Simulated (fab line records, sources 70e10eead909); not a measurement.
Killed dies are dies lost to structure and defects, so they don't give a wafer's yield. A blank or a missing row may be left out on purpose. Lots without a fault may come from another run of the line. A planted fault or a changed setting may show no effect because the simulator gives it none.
A struck lot beside a sound one | flow nand_harc | 18 steps out of a route of 1159
Sound: wafers L878.2, L878.3, L878.5. Struck: wafer L885.3. (L885.5 of the same lot was not struck and is left out.) The cause comes at the end.
At each step with rows: each side's tool, then ch and its chambers, then its first start. Under that, the readings that differ: sound wafers | struck wafers | difference of the means | sigmas: that difference in standard deviations of wafers without a fault.
alike: readings whose means differ by less than 2 such deviations, and words and numbers that are the same on both sides. not compared: withheld readings, readings that some wafer has no value for, bounds like >300 that may hide the same value, and numbers for which the record gives no deviation and whose values overlap.
The two part at a step that has a row with sigmas, a row that says differs or no value, or rows on one side only. Numbers that don't overlap but have no deviation are shown without sigmas and don't part them. A reading that every wafer of one side lacks parts them only if that side has two wafers or more.

NHARC_A_SGD_CUT_CD_MEAS_09: target cd 100 nm.
  sound on cd_sem-02 ch 0, day 14 13:26; struck on cd_sem-02 ch 0, day 15 23:55
  alike: cd_nm
NHARC_A_SGD_CUT_OVL_MEAS_10:
  sound on overlay-02, day 14 13:32; struck on overlay-01, day 15 23:59
  reading           | sound          | struck | difference | sigmas
  overlay_x_nm (nm) | -0.9 -0.7 -0.9 | 0.4    | +1.2       | +2
  alike: overlay_y_nm
NHARC_A_SGD_CUT_INSPECT_11:
  sound on defect_inspect-01, day 14 13:34; struck on defect_inspect-02, day 16 00:02
  alike: raw_defect_count
NHARC_A_SGD_CUT_DESCUM_14: chemistry O2, time 3 s.
  sound on rie_diel-03 ch 1,2, day 14 13:38; struck on rie_diel-11 ch 2, day 16 00:07
  reading                     | sound       | struck | difference | sigmas
  drypump_motor_current_A (A) | 5.9 6.1 6.1 | 4.9    | -1.1       | -2
  alike: oes_product_au, rf_vpp_V, showerhead_plenum_p_Torr, throttle_valve_pct
  not compared: rf_hours_counter_h
NHARC_A_SGD_CUT_ETCH_58: etches the open film in CF4, target depth 39 nm, time 65 s.
  sound on rie_diel-03 ch 0,3, day 14 13:43; struck on rie_diel-11 ch 2, day 16 00:11
  reading               | sound             | struck | difference | sigmas
  oes_product_au (a.u.) | 1.024 1.024 1.016 | 0.992  | -0.029     | -2
  alike: drypump_motor_current_A, rf_vpp_V, showerhead_plenum_p_Torr, throttle_valve_pct
  not compared: rf_hours_counter_h
NHARC_A_SGD_CUT_ETCH_59: etches the open film in N2/H2, target depth 260 nm, time 406.25 s.
  sound on rie_diel-03 ch 0,2,3; struck on rie_diel-11 ch 0
  reading                | sound                | struck | difference | sigmas
  throttle_valve_pct (%) | 14.173 14.160 14.171 | 14.189 | +0.021     | +2
  alike: drypump_motor_current_A, oes_product_au, rf_vpp_V, showerhead_plenum_p_Torr
  not compared: rf_hours_counter_h
NHARC_A_SGD_CUT_ETCH_15: etches the open film in CH3F/O2, target depth 75 nm, time 64.3 s.
  sound on rie_diel-03 ch 0,2; struck on rie_diel-11 ch 2
  alike: drypump_motor_current_A, oes_product_au, rf_vpp_V, showerhead_plenum_p_Torr, throttle_valve_pct
  not compared: rf_hours_counter_h
NHARC_A_SGD_CUT_ETCH_16: etches the open film in C4F8/O2/Ar, target depth 310.5 nm, time 155.2 s.
  sound on rie_diel-03 ch 0,2; struck on rie_diel-11 ch 3
  alike: oes_product_au, rf_vpp_V
  not compared: rf_hours_counter_h
then, 4 steps without rows for these wafers: NHARC_A_SGD_CUT_STRIP_60 (strips in C4F8/O2/Ar); NHARC_A_SGD_CUT_STRIP_17 (strips in O2); NHARC_A_SGD_CUT_PRECLEAN_18 (cleans in SC1); NHARC_A_SGD_CUT_SRD_19.
NHARC_A_SGD_CUT_DEP_20: deposits SiO2, target thk 150 nm.
  sound on fcvd-01 ch 0,1, day 14 14:46; struck on fcvd-02 ch 0,1, day 16 01:17
then, 1 step without rows for these wafers: NHARC_A_SGD_CUT_ANNEAL_27 (time 1800 s).
NHARC_A_SGD_CUT_CMP_21: polishes, target thk 148.19 nm.
  sound on cmp-04 ch 1,3, day 14 18:38; struck on cmp-04 ch 3, day 16 04:17
  reading                | sound    | struck | difference | sigmas
  time_to_endpoint_s (s) | 44 53 50 | 10     | -39        | -10
  alike: motor_current_A, retaining_ring_pressure_frac
  not compared: pad_life_wafers
NHARC_A_SGD_CUT_THK_MEAS_22: measures by ellipsometry.
  sound on film_metro-02, day 14 18:53; struck on film_metro-01, day 16 04:29
  reading     | sound             | struck | difference | sigmas
  thk_nm (nm) | 145.3 149.6 149.6 | 48.8   | -99.4      | -58
then, 2 steps without rows for these wafers: NHARC_A_SGD_CUT_SRD_23; NHARC_END_SORT_01.

WHERE THEY PART
First at NHARC_A_SGD_CUT_OVL_MEAS_10; last, within this record, at NHARC_A_SGD_CUT_THK_MEAS_22.

WHY: what the simulator had put in
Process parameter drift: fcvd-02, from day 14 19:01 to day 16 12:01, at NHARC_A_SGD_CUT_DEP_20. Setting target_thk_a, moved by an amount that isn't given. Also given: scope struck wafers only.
